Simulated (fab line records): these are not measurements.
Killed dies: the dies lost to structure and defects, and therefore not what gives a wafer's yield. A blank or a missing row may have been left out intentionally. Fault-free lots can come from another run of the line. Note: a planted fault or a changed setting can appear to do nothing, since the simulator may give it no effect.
A single fault, viewed from 3 desks ; flow n5Finfet ; what lay behind the numbers comes last; until then each desk has only its own

## THE DEFECT DESK
What the inspections along the route counted, lot by lot: means of the sampled wafers that have a number. Any lot whose mean is over 4 standard deviations away from the usual mean is out of limits and marked OUT; that distance is given in the brackets.
Columns: A = rawDefectCount at N5_SD_EPI_N_INSPECT_11, usual 2.2
lot;first seen here;A
L225;day 3 11:01;2.0
L226;day 3 12:58;2.7
L227;day 3 18:18;1.3
L230;day 4 14:03;2.0
L231;day 5 00:05;1.3
L232;day 5 00:38;2.3
L241;day 7 08:25;1.3
L242;day 7 13:29;3.0
L246;day 8 13:28;2.0
L247;day 8 23:39;1.3
This desk's finding: nothing out of limits on any of the 10 lots.

## AT THE METROLOGY DESK
Means of the sampled wafers that have a number, per lot and without regard to the tool the lot ran on: this is what the gauges read. Any lot whose mean is over 4 standard deviations away from the usual mean is out of limits and marked OUT; that distance is given in the brackets. 7 of its 12 readings are shown, namely those furthest out on some lot.
Columns: A = cdNm at N5_DUMMY_GATE_CD_MEAS_24, usual 15.1 nm; B = SD_N_BLK_OVL at N5_SD_EPI_N_OVL_MEAS_10, usual -0.5 nm; C = DIBL_P at N5_BEOL_M4_RC_MEAS_101, usual 36.1 mV/V; D = IOFF_P at N5_BEOL_M4_RC_MEAS_101, usual 0.209 nA/um; E = ION_P at N5_BEOL_M4_RC_MEAS_101, usual 462 uA/um; F = VT_N at N5_BEOL_M4_RC_MEAS_101, usual 249.1 mV; G = VT_P at N5_BEOL_M4_RC_MEAS_101, usual -249.9 mV
lot;first seen here;A;B;C;D;E;F;G
L225;day 3 08:06;14.9;-1.1;36.6;0.221;465;247.6;-249.3
L226;day 3 11:31;15.1;0.2;35.3;0.218;463;249.6;-248.4
L227;day 3 16:48;15.2;-0.6;34.0;0.181;461;252.3;-251.3
L230;day 4 12:40;15.2;-0.3;37.0;0.227;461;248.6;-248.4
L231;day 4 20:20;15.2;-1.4;35.2;0.168;455;250.4;-254.2
L232;day 4 23:16;15.0;-1.0;34.8;0.209;463;249.1;-249.6
L241;day 7 07:04;15.0;-0.2;38.3;0.219;466;246.9;-250.9
L242;day 7 11:59;15.1;-0.2;36.0;0.227;460;248.6;-249.7
L246;day 8 10:58;14.9;0.7;37.2;0.225;461;247.9;-249.7
L247;day 8 17:26;14.6;-1.3;35.4;0.199;462;250.6;-247.7
This desk's finding: nothing out of limits on any of the 10 lots.

## TOOL OWNER'S DESK, rieDiel-05
The tool's own readings at N5_SD_EPI_N_ETCHBACK_44 (etches SiNx in CH3F/O2, stops on SiO2, target depth 14.5 nm): means of the sampled wafers that have a number, for each lot that ran on this tool. Any lot whose mean is over 4 standard deviations away from the usual mean is out of limits and marked OUT; that distance is given in the brackets.
Columns: A = drypumpMotorCurrentA at N5_SD_EPI_N_ETCHBACK_44, usual 6.0 A; B = oes_ar_750_au at N5_SD_EPI_N_ETCHBACK_44, usual 0.78 a.u.; C = oesProductAu at N5_SD_EPI_N_ETCHBACK_44, usual 0.66 a.u.; D = rfFwdPowerW at N5_SD_EPI_N_ETCHBACK_44, usual 393.4 W; E = rfVppV at N5_SD_EPI_N_ETCHBACK_44, usual 298.0 V; F = showerheadPlenumPTorr at N5_SD_EPI_N_ETCHBACK_44, usual 2.01 Torr; G = throttleValvePct at N5_SD_EPI_N_ETCHBACK_44, usual 16.33 %
lot;first seen here;A;B;C;D;E;F;G
L230;day 4 15:04;6.1;0.78;0.67;393.1;300.3;2.07;16.37
L231;day 5 00:43;6.1;0.78;0.66;394.0;298.9;2.07;16.40
L232;day 5 01:41;5.8;0.79;0.68;393.3;300.0;2.04;16.33
L241;day 7 09:04;6.2;0.76;0.65;394.9;299.8;2.00;16.33
L242;day 7 14:02;6.6;0.79;0.65;395.0;296.4;2.01;16.36
This desk's finding: nothing out of limits on any of the 5 lots.

## BROUGHT TOGETHER
No out-of-limits result turned up at the defect desk.
The metrology desk saw nothing out of limits.
Nothing out of limits was seen by the tool owner's desk.

## WHAT THE SIMULATOR PUT IN
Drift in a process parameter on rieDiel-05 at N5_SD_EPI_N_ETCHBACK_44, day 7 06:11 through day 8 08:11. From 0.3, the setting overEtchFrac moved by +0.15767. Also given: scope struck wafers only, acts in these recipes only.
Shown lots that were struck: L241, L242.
